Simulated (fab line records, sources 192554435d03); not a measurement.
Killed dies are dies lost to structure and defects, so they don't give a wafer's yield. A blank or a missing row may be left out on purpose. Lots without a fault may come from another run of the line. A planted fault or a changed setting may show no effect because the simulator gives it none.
fab line records | flow n5_finfet
record lots=22 wafers=66 last_day=19
route steps=1938 shown BEOL_M4@1109 BEOL_M5@1115
lots that met no fault: from a run of the same line without faults
start_h: hours from the record's first day to the start of the lot's first wafer shown | wait_h: hours since the lot's step before | " the same as in the row above | L1.1+2: a row that stands for several wafers | - no value, or no start given | * or withheld: withheld | < > ~ a bound
route shown NAME@n: a module of which the file shows steps, and the number in the route of the first | usual: mean/standard deviation of fault-free wafers | same: alike in all rows | chamber/n: place in a boat | sites: the reading at each site | _std_site: their standard deviation | _edge_site: outer sites' mean less inner sites' | radius_mm: how far each site lies from the wafer's centre | mask NAME#n: copy n | behind: the tool/chamber that last shaped the wafer | hold: why the lot was held/for how many hours/how that ended | device: the transistor (n, p or np) that didn't switch | end of line: the same wafers' tests at the end of the route | a step without rows: its recipe alone | killed: dies lost to structure and defects at the first sort, not the wafer's yield | map: a wafer's dies, x killed, . not, _ none there
set.NAME: the setting as run; set.NAME@STEP: as run at that earlier step | model.NAME: the simulator's own value behind a step, which no gauge read
steps of the route over a sample of lots; a table a step, a row a wafer
services: from which hour (start_h, from the record's first day; less than 0 if before it) a tool's chamber was out of use, for how many hours, and why
## steps
# step N5_BEOL_M4_RS_MEAS_58
# recipe thk_meas_gauge=four-point-probe reads=Co_of_BEOL_M4_CO_CAP_55+Cu_of_BEOL_M4_ECD_50+Co_of_BEOL_M4_CVD_47+TaN_of_BEOL_M4_ALD_84
# usual M4_RS=0.68/0.031
# columns lot.wafer tool chamber start_h wait_h M4_RS[ohm/sq]
L074.3 film_metro-02 - 199.68 0.1 0.67
L074.5 " - " " 0.67
L074.6 " - " " 0.67
L075.2 film_metro-02 - 203.62 0.1 0.65
L075.3 " - " " 0.67
L075.5 " - " " 0.70
L076.1 film_metro-01 - 205.88 0.0 0.69
L076.2 " - " " 0.70
L076.6 " - " " 0.67
L077.1 film_metro-02 - 214.60 0.0 0.65
L077.2 " - " " 0.70
L077.6 " - " " 0.70
L078.1 film_metro-02 - 219.16 0.0 0.69
L078.3 " - " " 0.67
L078.4 " - " " 0.65
L079.1 film_metro-02 - 238.40 0.1 0.74
L079.3 " - " " 0.66
L079.6 " - " " 0.72
L080.3 film_metro-01 - 238.79 0.1 0.66
L080.5 " - " " 0.69
L080.6 " - " " 0.72
L081.1 film_metro-01 - 241.33 0.1 0.65
L081.2 " - " " 0.70
L081.5 " - " " 0.68
L082.1 film_metro-02 - 245.89 0.3 0.72
L082.2 " - " " 0.66
L082.6 " - " " 0.64
L083.1 film_metro-02 - 246.96 0.0 0.69
L083.2 " - " " 0.73
L083.3 " - " " 0.71
L084.1 film_metro-01 - 252.69 0.1 0.70
L084.5 " - " " 0.67
L084.6 " - " " 0.67
L087.2 film_metro-02 - 262.06 0.1 0.70
L087.5 " - " " 0.65
L087.6 " - " " 0.70
L085.1 film_metro-02 - 275.55 0.0 0.73
L085.3 " - " " 0.75
L085.6 " - " " 0.71
L086.1 film_metro-01 - 280.99 0.0 0.68
L086.3 " - " " 0.73
L086.5 " - " " 0.69
L089.1 film_metro-02 - 284.30 0.0 0.67
L089.3 " - " " 0.66
L089.6 " - " " 0.62
L088.3 film_metro-02 - 284.93 0.1 0.68
L088.5 " - " " 0.69
L088.6 " - " " 0.66
L092.2 film_metro-02 - 293.98 0.1 0.68
L092.3 " - " " 0.68
L092.6 " - " " 0.73
L095.1 film_metro-02 - 315.89 0.0 0.69
L095.4 " - " " 0.66
L095.6 " - " " 0.69
L093.1 film_metro-01 - 317.35 0.0 0.68
L093.3 " - " " 0.70
L093.5 " - " " 0.64
L094.1 film_metro-01 - 328.91 0.0 0.64
L094.2 " - " " 0.65
L094.5 " - " " 0.69
L096.1 film_metro-02 - 342.72 0.0 0.65
L096.3 " - " " 0.68
L096.4 " - " " 0.67
L097.1 film_metro-02 - 347.29 0.0 0.66
L097.3 " - " " 0.64
L097.6 " - " " 0.63
# step N5_BEOL_M5_PECVD_70
# recipe material=SiO2 target_thk_a=160 temp_c=400 precursor=TEOS/O2 pressure_torr=5.5 rf_w=450 teos_flow_sccm=53.8 gas=O2 flow_sccm=3000 time_s=18
# usual heater_power_w=720/76 showerhead_plenum_p_Torr=8.79/0.051 throttle_valve_pct=23.1/0.98
# columns lot.wafer tool chamber start_h wait_h heater_power_w showerhead_plenum_p_Torr throttle_valve_pct
L074.3 pecvd-03 2 201.30 0.0 659 8.78 22.0
L074.5 " 2 " " 645 8.79 22.0
L074.6 " 1 " " 689 8.78 24.4
L075.2 pecvd-02 2 205.80 0.0 777 8.75 20.9
L075.3 " 1 " " 713 8.77 22.1
L075.5 " 2 " " 791 8.77 21.3
L076.1 pecvd-01 0 207.51 0.0 682 8.79 23.5
L076.2 " 1 " " 760 8.88 22.7
L076.6 " 2 " " 733 8.72 25.4
L077.1 pecvd-02 0 216.70 0.0 728 8.75 23.2
L077.2 " 2 " " 792 8.79 21.4
L077.6 " 2 " " 817 8.76 21.2
L078.1 pecvd-01 1 220.99 0.0 750 8.87 22.7
L078.3 " 1 " " 736 8.83 22.8
L078.4 " 0 " " 632 8.79 23.8
L079.1 pecvd-01 0 240.04 0.0 680 8.76 23.9
L079.3 " 0 " " 693 8.79 24.1
L079.6 " 1 " " 869 8.84 23.1
L080.3 pecvd-03 0 240.44 0.1 706 8.78 23.0
L080.5 " 0 " " 707 8.79 22.9
L080.6 " 1 " " 759 8.75 24.5
L081.1 pecvd-02 2 242.98 0.0 810 8.77 21.2
L081.2 " 0 " " 750 8.76 23.5
L081.5 " 2 " " 789 8.78 21.3
L082.1 pecvd-01 1 247.53 0.0 840 8.86 22.6
L082.2 " 0 " " 696 8.76 24.0
L082.6 " 1 " " 839 8.86 22.5
L083.1 pecvd-01 0 248.58 0.0 770 8.77 23.9
L083.2 " 1 " " 819 8.85 22.9
L083.3 " 1 " " 835 8.85 22.8
L084.1 pecvd-01 0 254.79 0.0 711 8.77 23.7
L084.5 " 0 " " 724 8.78 23.9
L084.6 " 1 " " 747 8.86 22.8
L087.2 pecvd-01 1 265.31 0.0 805 8.88 22.6
L087.5 " 0 " " 716 8.78 24.3
L087.6 " 1 " " 821 8.85 22.7
L085.1 pecvd-02 1 277.19 0.0 671 8.76 22.1
L085.3 " 2 " " 706 8.78 21.4
L085.6 " 2 " " 723 8.76 21.2
L086.1 pecvd-03 2 282.61 0.0 539 8.81 22.1
L086.3 " 0 " " 720 8.78 23.2
L086.5 " 0 " " 752 8.79 23.0
L089.1 pecvd-01 2 285.93 0.0 763 8.67 22.5
L089.3 " 1 " " 764 8.87 22.9
L089.6 " 2 " " 737 8.65 22.7
L088.3 pecvd-02 2 286.56 0.0 708 8.78 21.2
L088.5 " 2 " " 701 8.78 21.1
L088.6 " 0 " " 779 8.74 23.7
L092.2 pecvd-01 2 295.66 0.0 717 8.68 22.8
L092.3 " 0 " " 745 8.77 24.2
L092.6 " 1 " " 866 8.87 22.8
L095.1 pecvd-03 0 317.52 0.0 691 8.82 23.0
L095.4 " 0 " " 708 8.76 23.0
L095.6 " 2 " " 574 8.80 22.3
L093.1 pecvd-03 0 318.99 0.0 695 8.78 23.1
L093.3 " 2 " " 512 8.78 22.3
L093.5 " 0 " " 678 8.78 23.3
L094.1 pecvd-01 0 330.54 0.0 698 8.77 24.2
L094.2 " 2 " " 705 8.67 22.7
L094.5 " 0 " " 679 8.80 23.9
L096.1 pecvd-01 0 344.34 0.0 668 8.79 24.3
L096.3 " 2 " " 751 8.66 23.1
L096.4 " 0 " " 664 8.78 24.1
L097.1 pecvd-01 0 349.12 0.0 720 8.78 24.1
L097.3 " 1 " " 838 8.87 22.8
L097.6 " 2 " " 618 8.66 22.7
# step N5_BEOL_M5_STRIP_64
# recipe chemistry=CF4 resist=SiARC power_w=300 bias_power_w=75 pressure_mtorr=50 cf4_flow_sccm=150 rf_frequency_hz=6e+07
# usual drypump_motor_current_A=5.8/0.55 oes_product_au=0.75/0.066 rf_vpp_V=271.1/1.5 showerhead_plenum_p_Torr=1.79/0.054 throttle_valve_pct=13.66/0.28
# columns lot.wafer tool chamber start_h wait_h drypump_motor_current_A oes_product_au rf_hours_counter_h rf_vpp_V showerhead_plenum_p_Torr throttle_valve_pct
L074.3 rie_diel-01 0 202.87 0.0 6.1 0.92 5 270.7 1.76 13.08
L074.5 " 3 " " 6.2 0.74 - 273.5 1.86 13.43
L074.6 " 2 " " 5.7 0.75 - 273.6 1.84 13.70
L075.2 rie_diel-04 1 208.64 0.0 6.1 0.78 128 269.6 1.73 13.88
L075.3 " 3 " " 5.9 0.72 177 271.6 1.77 13.70
L075.5 " 2 " " 5.2 0.94 - 270.1 1.77 13.28
L076.1 rie_diel-03 0 209.35 0.0 5.0 0.72 162 272.2 1.78 13.80
L076.2 " 3 " " 6.3 0.83 71 270.0 1.74 13.38
L076.6 " 1 " " 6.1 0.72 - 271.7 1.84 13.78
L077.1 rie_diel-03 1 218.47 0.0 6.1 0.72 204 273.3 1.84 13.81
L077.2 " 3 " " 6.4 0.83 73 269.6 1.74 13.41
L077.6 " 2 " " 4.7 0.74 - 273.2 1.86 13.95
L078.1 rie_diel-03 3 222.58 0.0 6.4 0.82 74 270.4 1.74 13.42
L078.3 " 1 " " 6.1 0.72 205 271.8 1.84 13.80
L078.4 " 0 " " 5.0 0.71 166 270.8 1.78 13.80
L079.1 rie_diel-01 1 241.71 0.0 6.2 0.69 207 268.1 1.72 13.88
L079.3 " 2 " " 5.7 0.74 182 272.3 1.84 13.77
L079.6 " 0 " " 6.1 0.88 - 271.2 1.75 13.09
L080.3 rie_diel-03 2 241.90 0.0 4.7 0.75 165 272.5 1.86 13.97
L080.5 " 1 " " 6.1 0.72 - 270.9 1.84 13.83
L080.6 " 2 " " 4.7 0.74 - 272.5 1.86 13.96
L081.1 rie_diel-04 0 245.54 0.0 5.9 0.68 231 271.7 1.83 13.53
L081.2 " 3 " " 6.0 0.72 189 269.8 1.76 13.73
L081.5 " 0 " " 5.9 0.67 - 272.2 1.83 13.52
L082.1 rie_diel-01 0 248.88 0.0 6.1 0.88 20 271.1 1.75 13.10
L082.2 " 1 " " 6.2 0.69 210 267.8 1.72 13.86
L082.6 " 1 " " 6.3 0.68 - 270.2 1.72 13.87
L083.1 rie_diel-01 2 253.04 0.0 5.7 0.75 186 272.8 1.84 13.75
L083.2 " 0 " " 6.1 0.88 20 269.9 1.75 13.12
L083.3 " 3 " " 6.2 0.72 190 270.8 1.86 13.46
L084.1 rie_diel-03 2 256.49 0.0 4.7 0.74 168 272.0 1.86 13.98
L084.5 " 0 " " 5.0 0.71 - 271.3 1.78 13.85
L084.6 " 1 " " 6.1 0.71 - 271.3 1.84 13.80
L087.2 rie_diel-03 2 268.05 0.0 4.7 0.74 173 272.4 1.86 13.96
L087.5 " 0 " " 5.0 0.70 - 270.3 1.77 13.85
L087.6 " 1 " " 6.1 0.71 - 271.3 1.84 13.83
L085.1 rie_diel-03 1 278.70 0.0 6.1 0.71 223 270.4 1.84 13.82
L085.3 " 2 " " 4.7 0.73 176 273.7 1.86 13.99
L085.6 " 1 " " 6.1 0.71 - 271.7 1.84 13.83
L086.1 rie_diel-01 3 284.53 0.0 6.2 0.71 201 273.1 1.86 13.49
L086.3 " 0 " " 6.1 0.86 30 269.9 1.75 13.12
L086.5 " 0 " " 6.1 0.86 - 271.1 1.75 13.12
L089.1 rie_diel-01 3 287.92 0.0 6.2 0.72 202 273.8 1.86 13.51
L089.3 " 2 " " 5.7 0.73 199 272.4 1.84 13.79
L089.6 " 3 " " 6.2 0.72 - 272.7 1.86 13.51
L088.3 rie_diel-01 2 288.23 0.0 5.7 0.73 199 272.6 1.84 13.79
L088.5 " 0 " " 6.1 0.86 - 271.3 1.75 13.14
L088.6 " 2 " " 5.7 0.73 - 271.2 1.84 13.79
L092.2 rie_diel-01 1 297.77 0.0 6.3 0.68 225 268.5 1.71 13.91
L092.3 " 0 " " 6.1 0.85 34 270.3 1.75 13.13
L092.6 " 3 " " 6.2 0.71 - 272.8 1.86 13.52
L095.1 rie_diel-03 2 319.51 0.0 4.7 0.72 190 273.7 1.85 14.03
L095.4 " 0 " " 5.0 0.69 199 270.2 1.77 13.88
L095.6 " 3 " " 6.4 0.79 - 269.8 1.73 13.51
L093.1 rie_diel-01 2 320.83 0.0 5.7 0.72 209 274.9 1.83 13.79
L093.3 " 1 " " 6.2 0.67 233 268.4 1.71 13.92
L093.5 " 1 " " 6.2 0.67 - 268.7 1.71 13.93
L094.1 rie_diel-03 2 331.61 0.0 4.7 0.72 194 271.4 1.85 14.02
L094.2 " 0 " " 5.0 0.69 203 270.1 1.77 13.91
L094.5 " 3 " " 6.3 0.79 - 270.7 1.73 13.48
L096.1 rie_diel-04 0 346.21 0.0 5.9 0.96 2 272.2 1.83 12.96
L096.3 " 1 " " 6.1 0.74 174 270.8 1.72 13.96
L096.4 " 2 " " 5.2 0.84 49 270.1 1.76 13.38
L097.1 rie_diel-01 1 350.21 0.0 6.2 0.67 242 268.5 1.71 13.94
L097.3 " 3 " " 6.2 0.70 221 271.3 1.85 13.55
L097.6 " 2 " " 5.7 0.72 - 272.5 1.83 13.83
# step N5_BEOL_M5_DESCUM_33
# recipe chemistry=O2 time_s=7 source_power_w=50 bias_power_w=20 pressure_mtorr=20 rf_frequency_hz=2.712e+07 temp_c=40 resist=CAR-EUV o2_flow_sccm=225
# usual drypump_motor_current_A=5.8/0.54 oes_product_au=0.76/0.073 rf_vpp_V=243.1/1.4 showerhead_plenum_p_Torr=2.09/0.069 throttle_valve_pct=20.56/0.28
# columns lot.wafer tool chamber start_h wait_h drypump_motor_current_A oes_product_au rf_hours_counter_h rf_vpp_V showerhead_plenum_p_Torr throttle_valve_pct
L074.3 rie_diel-04 3 204.62 0.6 6.0 0.74 176 242.6 2.07 20.49
L074.5 " 3 " " 6.0 0.74 - 242.0 2.07 20.50
L074.6 " 1 " " 6.1 0.78 - 241.4 2.01 20.73
L075.2 rie_diel-04 2 209.95 0.2 5.2 0.96 4 240.7 2.05 20.21
L075.3 " 3 " " 5.9 0.74 177 242.7 2.07 20.49
L075.5 " 2 " " 5.2 0.96 - 244.1 2.05 20.19
L076.1 rie_diel-01 0 210.11 0.0 6.1 0.94 6 240.4 2.06 19.95
L076.2 " 1 " " 6.2 0.71 197 240.9 1.98 20.59
L076.6 " 1 " " 6.3 0.71 - 241.6 1.98 20.56
L077.1 rie_diel-01 2 220.46 0.0 5.7 0.75 175 243.2 2.15 20.50
L077.2 " 3 " " 6.2 0.74 179 244.6 2.18 20.28
L077.6 " 0 " " 6.1 0.93 - 241.3 2.06 19.96
L078.1 rie_diel-03 2 224.76 0.5 4.7 0.76 159 243.4 2.18 20.87
L078.3 " 1 " " 6.1 0.73 206 243.2 2.18 20.70
L078.4 " 3 " " 6.4 0.85 75 241.3 2.04 20.42
L080.3 rie_diel-01 0 243.56 0.0 6.1 0.92 18 242.1 2.05 19.97
L080.5 " 1 " " 6.2 0.70 - 241.4 1.98 20.59
L080.6 " 2 " " 5.7 0.74 - 245.6 2.15 20.53
L079.1 rie_diel-03 0 244.26 0.6 5.0 0.71 173 241.9 2.09 20.85
L079.3 " 1 " " 6.1 0.72 213 243.8 2.18 20.73
L079.6 " 0 " " 5.0 0.71 - 244.1 2.09 20.85
L081.1 rie_diel-03 0 246.98 0.0 5.0 0.72 174 241.4 2.09 20.85
L081.2 " 3 " " 6.4 0.82 82 243.9 2.04 20.43
L081.5 " 1 " " 6.1 0.72 - 244.7 2.17 20.71
L082.1 rie_diel-04 1 251.35 0.0 6.1 0.77 140 242.8 2.00 20.73
L082.2 " 2 " " 5.2 0.91 16 241.5 2.05 20.23
L082.6 " 1 " " 6.0 0.77 - 240.9 2.00 20.74
L083.1 rie_diel-04 1 253.71 0.0 6.2 0.77 141 241.1 2.00 20.74
L083.2 " 3 " " 5.9 0.73 191 243.7 2.06 20.52
L083.3 " 2 " " 5.2 0.90 17 242.8 2.05 20.22
L084.1 rie_diel-01 1 257.32 0.1 6.2 0.70 212 241.2 1.97 20.60
L084.5 " 2 " " 5.7 0.74 - 242.4 2.15 20.54
L084.6 " 3 " " 6.2 0.73 - 243.2 2.18 20.31
L087.2 rie_diel-03 2 270.69 0.0 4.7 0.74 174 245.2 2.18 20.93
L087.5 " 2 " " 4.7 0.75 - 243.6 2.18 20.90
L087.6 " 1 " " 6.1 0.71 - 244.2 2.17 20.75
L085.1 rie_diel-01 0 280.26 0.6 6.1 0.89 29 242.7 2.05 20.00
L085.3 " 3 " " 6.2 0.73 199 243.3 2.17 20.32
L085.6 " 1 " " 6.3 0.69 - 240.0 1.97 20.60
L086.1 rie_diel-01 3 285.93 0.0 6.2 0.72 201 243.5 2.17 20.30
L086.3 " 2 " " 5.7 0.73 198 243.6 2.14 20.54
L086.5 " 3 " " 6.2 0.71 - 244.8 2.17 20.32
L089.1 rie_diel-03 2 290.61 0.0 4.7 0.74 179 244.5 2.18 20.93
L089.3 " 1 " " 6.1 0.71 227 244.4 2.17 20.75
L089.6 " 0 " " 5.0 0.70 - 241.7 2.09 20.88
L088.3 rie_diel-04 0 291.00 0.3 5.9 0.67 245 243.9 2.14 20.32
L088.5 " 0 " " 5.9 0.67 - 242.8 2.14 20.32
L088.6 " 1 " " 6.0 0.76 - 241.1 2.00 20.77
L092.2 rie_diel-04 1 299.30 0.4 6.0 0.75 156 242.2 2.00 20.78
L092.3 " 0 " " 5.9 0.67 248 245.1 2.14 20.33
L092.6 " 0 " " 5.9 0.67 - 244.1 2.14 20.32
L093.1 rie_diel-03 2 323.35 0.0 4.7 0.73 191 244.8 2.17 20.96
L093.3 " 1 " " 6.1 0.70 233 244.3 2.17 20.76
L093.5 " 0 " " 5.0 0.69 - 242.5 2.08 20.90
L095.1 rie_diel-03 3 323.79 0.0 6.4 0.81 108 241.0 2.03 20.46
L095.4 " 2 " " 4.7 0.73 192 244.6 2.17 20.96
L095.6 " 0 " " 5.0 0.69 - 242.0 2.08 20.90
L094.1 rie_diel-04 3 333.01 0.0 5.9 0.71 217 242.0 2.05 20.57
L094.2 " 1 " " 6.1 0.74 168 241.4 1.99 20.78
L094.5 " 1 " " 6.1 0.74 - 241.8 1.99 20.78
L096.1 rie_diel-03 0 348.48 0.5 5.0 0.69 205 242.2 2.08 20.90
L096.3 " 1 " " 6.1 0.69 242 243.8 2.16 20.76
L096.4 " 3 " " 6.4 0.79 118 242.4 2.03 20.48
L097.1 rie_diel-04 1 351.87 0.0 6.1 0.73 175 241.9 1.99 20.80
L097.3 " 2 " " 5.2 0.84 51 242.7 2.04 20.28
L097.6 " 3 " " 5.9 0.70 - 242.8 2.05 20.55
# step N5_BEOL_M5_ETCH_75
# recipe chemistry=N2/H2 target=underlayer target_depth_a=65 mask_material=CAR-EUV time_s=5.2 ion_energy_ev=200 pressure_mtorr=30 source_w=840 bias_w=150 n2_flow_sccm=200 h2_flow_sccm=200 ends=cleared
# usual drypump_motor_current_A=5.8/0.55 etch_rf_on_time_s=5.22/0.15 oes_product_au=0.64/0.063 rf_vpp_V=523.7/2.7 showerhead_plenum_p_Torr=2.55/0.076 throttle_valve_pct=18.02/0.3
# columns lot.wafer tool chamber start_h wait_h drypump_motor_current_A etch_rf_on_time_s oes_product_au rf_hours_counter_h rf_vpp_V showerhead_plenum_p_Torr throttle_valve_pct
L074.3 rie_diel-04 3 204.66 0.0 5.9 5.28 0.62 176 519.3 2.54 18.06
L074.5 " 3 " " 6.0 5.23 0.62 - 522.3 2.54 18.05
L074.6 " 1 " " 6.1 5.26 0.66 - 521.5 2.46 18.40
L075.2 rie_diel-04 2 209.99 0.0 5.2 5.11 0.80 4 523.9 2.51 17.71
L075.3 " 3 " " 6.0 5.21 0.63 177 524.8 2.54 18.04
L075.5 " 2 " " 5.3 5.08 0.81 - 523.9 2.51 17.73
L076.1 rie_diel-01 0 210.14 0.0 6.1 5.28 0.78 6 523.5 2.51 17.35
L076.2 " 1 " " 6.3 5.29 0.60 197 521.6 2.44 18.22
L076.6 " 1 " " 6.2 5.26 0.60 - 520.0 2.44 18.18
L077.1 rie_diel-01 2 220.49 0.0 5.7 5.18 0.64 175 526.6 2.63 18.02
L077.2 " 3 " " 6.2 4.86 0.63 179 527.3 2.65 17.78
L077.6 " 0 " " 6.2 5.18 0.78 - 522.0 2.51 17.37
L078.1 rie_diel-03 2 224.80 0.0 4.7 5.35 0.63 159 527.1 2.64 18.19
L078.3 " 1 " " 6.1 5.35 0.61 206 527.7 2.63 18.03
L078.4 " 3 " " 6.4 4.89 0.73 75 520.4 2.46 17.69
L080.3 rie_diel-01 0 243.59 0.0 6.2 5.27 0.76 18 521.2 2.50 17.36
L080.5 " 1 " " 6.3 5.23 0.58 - 521.7 2.43 18.19
L080.6 " 2 " " 5.7 5.25 0.62 - 528.3 2.63 18.06
L079.1 rie_diel-03 0 244.30 0.0 5.0 5.22 0.61 173 523.3 2.55 18.29
L079.3 " 1 " " 6.1 5.39 0.60 213 526.8 2.63 18.05
L079.6 " 0 " " 5.0 5.13 0.62 - 521.2 2.55 18.30
L081.1 rie_diel-03 0 247.02 0.0 5.0 5.16 0.61 174 525.0 2.55 18.28
L081.2 " 3 " " 6.4 4.95 0.72 82 523.0 2.46 17.70
L081.5 " 1 " " 6.1 5.39 0.59 - 525.8 2.63 18.08
L082.1 rie_diel-04 1 251.38 0.0 6.1 5.22 0.66 140 518.9 2.46 18.44
L082.2 " 2 " " 5.2 5.15 0.77 16 520.3 2.51 17.72
L082.6 " 1 " " 6.1 5.27 0.66 - 522.0 2.46 18.44
L083.1 rie_diel-04 1 253.75 0.0 6.1 5.26 0.65 141 522.3 2.46 18.44
L083.2 " 3 " " 5.9 5.19 0.62 191 521.8 2.53 18.11
L083.3 " 2 " " 5.3 5.08 0.78 17 522.1 2.51 17.74
L084.1 rie_diel-01 1 257.36 0.0 6.3 5.30 0.59 212 520.1 2.43 18.24
L084.5 " 2 " " 5.7 5.35 0.63 - 525.7 2.63 18.06
L084.6 " 3 " " 6.2 4.99 0.64 - 527.5 2.65 17.81
L087.2 rie_diel-03 2 270.72 0.0 4.7 5.36 0.62 174 525.6 2.64 18.21
L087.5 " 2 " " 4.7 5.42 0.62 - 526.3 2.64 18.18
L087.6 " 1 " " 6.1 5.39 0.59 - 524.8 2.63 18.06
L085.1 rie_diel-01 0 280.30 0.0 6.2 5.29 0.73 29 521.0 2.50 17.40
L085.3 " 3 " " 6.2 4.93 0.64 199 525.3 2.64 17.83
L085.6 " 1 " " 6.2 5.29 0.58 - 522.4 2.43 18.23
L086.1 rie_diel-01 3 285.96 0.0 6.2 4.91 0.63 201 524.8 2.64 17.86
L086.3 " 2 " " 5.7 5.30 0.63 198 527.5 2.62 18.08
L086.5 " 3 " " 6.2 4.92 0.64 - 528.6 2.64 17.82
L089.1 rie_diel-03 2 290.65 0.0 4.7 5.45 0.61 179 525.4 2.63 18.22
L089.3 " 1 " " 6.1 5.53 0.58 227 526.6 2.62 18.05
L089.6 " 0 " " 5.0 5.25 0.59 - 524.5 2.54 18.30
L088.3 rie_diel-04 0 291.04 0.0 5.9 5.28 0.57 245 525.1 2.61 17.79
L088.5 " 0 " " 5.9 5.28 0.57 - 523.6 2.61 17.80
L088.6 " 1 " " 6.2 5.27 0.65 - 521.5 2.45 18.45
L092.2 rie_diel-04 1 299.34 0.0 6.1 5.32 0.64 156 522.5 2.45 18.47
L092.3 " 0 " " 5.9 5.33 0.56 248 528.1 2.61 17.76
L092.6 " 0 " " 5.9 5.33 0.56 - 524.9 2.61 17.81
L093.1 rie_diel-03 2 323.39 0.0 4.7 5.36 0.61 191 526.3 2.63 18.23
L093.3 " 1 " " 6.1 5.48 0.59 233 522.0 2.62 18.09
L093.5 " 0 " " 5.0 5.21 0.60 - 521.1 2.54 18.35
L095.1 rie_diel-03 3 323.83 0.0 6.3 4.97 0.70 108 522.5 2.45 17.75
L095.4 " 2 " " 4.7 5.43 0.61 192 528.7 2.63 18.24
L095.6 " 0 " " 5.0 5.23 0.59 - 524.3 2.54 18.34
L094.1 rie_diel-04 3 333.04 0.0 6.0 5.20 0.60 217 521.6 2.52 18.16
L094.2 " 1 " " 6.1 5.28 0.63 168 519.4 2.45 18.46
L094.5 " 1 " " 6.1 5.25 0.64 - 518.6 2.45 18.50
L096.1 rie_diel-03 0 348.51 0.0 5.0 5.18 0.59 205 525.6 2.54 18.37
L096.3 " 1 " " 6.1 5.46 0.58 242 526.4 2.62 18.13
L096.4 " 3 " " 6.3 5.04 0.68 118 517.8 2.45 17.79
L097.1 rie_diel-04 1 351.91 0.0 6.1 5.32 0.63 175 519.0 2.44 18.50
L097.3 " 2 " " 5.3 5.15 0.74 51 522.0 2.49 17.80
L097.6 " 3 " " 5.9 5.17 0.59 - 523.4 2.52 18.15
# step N5_BEOL_M5_ALD_86
# recipe material=TaN target_thk_a=* temp_c=275 ald_precursor_family=PDMAT ald_co_reactant=NH3 pressure_torr=3 carrier_flow_sccm=1500 pulse_time_s=2 purge_time_s=3 co_reactant_purge_time_s=2 co_reactant_pulse_time_s=3 ald_cycles=30 precursor_vessel_temp_c=75 precursor_vessel_pressure_torr=26.25 precursor_vessel_carrier_sccm=1000
# usual heater_power_w=398/46 precursor_vessel_carrier_sccm=1000.6/2.9 precursor_vessel_pressure_torr=26.25/0.061
# same co_reactant_purge_time_s=2
# columns lot.wafer tool chamber start_h wait_h heater_power_w precursor_vessel_carrier_sccm precursor_vessel_pressure_torr
L074.3 ald_metal-03 2 206.64 0.4 422 996.0 26.33
L074.5 " 3 " " 469 1001.2 26.36
L074.6 " 2 " " 424 998.4 26.35
L075.2 ald_metal-02 3 211.16 0.0 372 1000.4 26.33
L075.3 " 2 " " 347 1006.5 26.26
L075.5 " 2 " " 349 1003.0 26.27
L076.1 ald_metal-02 2 213.30 0.1 353 996.7 26.22
L076.2 " 0 " " 450 1001.3 26.20
L076.6 " 3 " " 358 998.3 26.13
L077.1 ald_metal-01 0 221.90 0.1 377 1003.4 26.27
L077.2 " 1 " " 327 999.2 26.23
L077.6 " 0 " " 385 1004.9 26.25
L078.1 ald_metal-02 2 226.06 0.0 351 997.1 26.33
L078.3 " 3 " " 373 1003.4 26.21
L078.4 " 1 " " 413 1000.5 26.17
L080.3 ald_metal-01 2 244.78 0.1 430 993.8 26.36
L080.5 " 2 " " 433 996.9 26.26
L080.6 " 1 " " 312 992.8 26.24
L079.1 ald_metal-01 3 247.23 0.0 412 1003.5 26.25
L079.3 " 1 " " 313 1000.3 26.24
L079.6 " 1 " " 318 999.8 26.23
L081.1 ald_metal-01 1 248.10 0.0 314 998.9 26.26
L081.2 " 2 " " 429 1001.5 26.31
L081.5 " 2 " " 428 997.6 26.25
L082.1 ald_metal-02 2 252.68 0.1 348 999.6 26.18
L082.2 " 0 " " 450 999.7 26.35
L082.6 " 2 " " 349 1002.4 26.25
L083.1 ald_metal-02 1 255.25 0.1 404 1003.6 26.24
L083.2 " 2 " " 344 993.6 26.24
L083.3 " 0 " " 443 997.8 26.29
L084.1 ald_metal-01 2 258.77 0.1 423 995.3 26.32
L084.5 " 2 " " 426 1001.7 26.38
L084.6 " 3 " " 399 1000.0 26.29
L087.2 ald_metal-02 2 271.81 0.1 351 995.6 26.22
L087.5 " 1 " " 411 1001.5 26.28
L087.6 " 2 " " 351 1001.0 26.15
L085.1 ald_metal-03 2 281.85 0.3 429 998.4 26.12
L085.3 " 1 " " 387 1001.7 26.35
L085.6 " 3 " " 470 1000.7 26.18
L086.1 ald_metal-02 1 287.31 0.1 413 1001.7 26.35
L086.3 " 2 " " 355 994.2 26.24
L086.5 " 3 " " 373 1004.2 26.41
L089.1 ald_metal-01 2 291.93 0.1 431 1001.7 26.20
L089.3 " 3 " " 407 1005.0 26.23
L089.6 " 0 " " 390 999.5 26.31
L088.3 ald_metal-01 2 293.22 0.0 429 1001.9 26.37
L088.5 " 3 " " 411 1001.7 26.32
L088.6 " 2 " " 428 1000.1 26.27
L092.2 ald_metal-01 3 300.61 0.1 409 1002.9 26.25
L092.3 " 0 " " 396 999.4 26.29
L092.6 " 2 " " 429 1004.3 26.22
L093.1 ald_metal-01 3 324.77 0.0 406 1003.4 26.19
L093.3 " 2 " " 422 1000.4 26.19
L093.5 " 2 " " 423 1004.7 26.17
L095.1 ald_metal-01 2 325.12 0.1 428 999.3 26.25
L095.4 " 0 " " 384 1002.2 26.27
L095.6 " 2 " " 422 1002.7 26.24
L094.1 ald_metal-03 3 334.37 0.0 460 999.7 26.24
L094.2 " 0 " " 503 1002.4 26.22
L094.5 " 0 " " 507 1006.0 26.24
L096.1 ald_metal-02 1 349.73 0.0 406 997.6 26.27
L096.3 " 3 " " 368 999.8 26.28
L096.4 " 2 " " 348 999.4 26.24
L097.1 ald_metal-03 0 353.39 0.0 502 1004.4 26.31
L097.3 " 1 " " 388 1002.0 26.22
L097.6 " 2 " " 424 1003.0 26.13
## services
# columns tool chamber start_h hours kind
rie_diel-03 - 179.33 2.8 pm
ald_metal-01 0 184.23 9.4 repair
rie_diel-04 2 200.78 4.9 repair
ald_metal-01 - 203.04 8.7 pm
rie_diel-04 0 210.17 13.3 repair
pecvd-01 2 215.87 20.5 repair
ald_metal-01 2 219.39 22.7 repair
pecvd-03 1 223.73 6.0 repair
pecvd-02 1 233.21 2.1 scheduled_down
ald_metal-01 0 233.40 26.1 repair
pecvd-03 2 234.72 9.0 repair
pecvd-01 2 236.42 - clean
pecvd-01 2 236.42 - consumable_replace:showerhead
pecvd-01 2 236.42 29.0 scheduled_down
pecvd-01 2 236.42 29.0 vent_cycle
ald_metal-03 - 241.33 28.1 pm
ald_metal-01 3 243.53 3.2 repair
ald_metal-02 3 248.53 27.0 repair
rie_diel-01 3 288.09 4.2 repair
rie_diel-04 0 309.05 - clean
rie_diel-04 0 309.05 - consumable_replace:focus_ring
ald_metal-01 1 314.91 2.5 repair
ald_metal-01 1 327.97 27.9 repair
pecvd-02 - 337.78 0.8 pm
## key
fault none
